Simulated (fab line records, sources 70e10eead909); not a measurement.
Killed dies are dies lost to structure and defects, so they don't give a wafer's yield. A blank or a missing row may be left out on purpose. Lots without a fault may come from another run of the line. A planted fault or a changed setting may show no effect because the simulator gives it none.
Chamber matching | flow nand_harc | NHARC_A_DECK1_JOINT_CMP_13 on cmp-02: 4 sister chambers
The step polishes, target thk 51.023 nm. 4 wafers are shown with their chamber, then 9 later ones without.

WAFERS WITH THEIR CHAMBER
wafer  | chamber | motor_current_A (A)
L090.4 | 1       | 13.1
L091.1 | 3       | 11.3
L091.2 | 2       | 13.1
L091.4 | 0       | 13.2

WAFERS WITHOUT THEIR CHAMBER
wafer  | motor_current_A (A)
L093.1 | 13.4
L093.2 | 13.4
L093.5 | 11.0
L094.1 | 12.8
L094.4 | 11.7
L094.5 | 13.0
L097.2 | 13.6
L097.4 | 13.0
L097.6 | 11.5

WHICH CHAMBER EACH WENT THROUGH
wafer  | from the rows above          | in truth
L093.1 | can't be placed: 0 or 1 or 2 | 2
L093.2 | can't be placed: 0 or 1 or 2 | 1
L093.5 | 3                            | 3
L094.1 | can't be placed: 1 or 2 or 0 | 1
L094.4 | 3                            | 3
L094.5 | can't be placed: 1 or 2 or 0 | 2
L097.2 | can't be placed: 0 or 1 or 2 | 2
L097.4 | can't be placed: 1 or 2 or 0 | 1
L097.6 | 3                            | 3
Placed correctly: 3 of 9. Can't be placed from these rows: 6 (the true chamber is among the candidates in 6). Placed wrongly: 0.
How it was worked out, from the rows above alone: a wafer's distance from a chamber is the root of the sum, over the readings, of the square of ((its reading less the chamber's mean) divided by the reading's scatter). The wafer belongs to the nearest chamber; if the next one is less than 2 further off, it can't be placed. A chamber's mean is the mean of its shown wafers. The scatter: with one shown wafer a chamber, the root of the mean of the squares of how far each hidden wafer lies from its nearest shown one.
